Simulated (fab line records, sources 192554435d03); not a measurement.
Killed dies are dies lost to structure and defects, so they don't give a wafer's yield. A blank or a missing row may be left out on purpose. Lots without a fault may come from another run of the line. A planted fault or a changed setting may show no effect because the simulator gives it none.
Chamber matching | flow n5_finfet | N5_MOL_CONTACT_COAG_CMP_28 on cmp-03: 4 sister chambers
The step polishes, stops on SiNx, t overpolish 0.85 s, target thk 14.522 nm. 4 wafers are shown with their chamber, then 8 later ones without.

WAFERS WITH THEIR CHAMBER
wafer  | chamber | motor_current_A (A)
L092.2 | 1       | 13.8
L092.5 | 3       | 11.5
L092.6 | 2       | 13.6
L094.2 | 0       | 13.4

WAFERS WITHOUT THEIR CHAMBER
wafer  | motor_current_A (A)
L094.3 | 13.6
L094.4 | 13.9
L095.1 | 10.8
L095.2 | 13.8
L095.6 | 14.3
L097.4 | 11.4
L097.5 | 11.7
L097.6 | 13.8

WHICH CHAMBER EACH WENT THROUGH
wafer  | from the rows above          | in truth
L094.3 | can't be placed: 2 or 0 or 1 | 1
L094.4 | can't be placed: 1 or 2 or 0 | 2
L095.1 | 3                            | 3
L095.2 | can't be placed: 1 or 2 or 0 | 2
L095.6 | can't be placed: 1 or 2 or 0 | 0
L097.4 | 3                            | 3
L097.5 | 3                            | 3
L097.6 | can't be placed: 1 or 2 or 0 | 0
Placed correctly: 3 of 8. Can't be placed from these rows: 5 (the true chamber is among the candidates in 5). Placed wrongly: 0.
How it was worked out, from the rows above alone: a wafer's distance from a chamber is the root of the sum, over the readings, of the square of ((its reading less the chamber's mean) divided by the reading's scatter). The wafer belongs to the nearest chamber; if the next one is less than 2 further off, it can't be placed. A chamber's mean is the mean of its shown wafers. The scatter: with one shown wafer a chamber, the root of the mean of the squares of how far each hidden wafer lies from its nearest shown one.
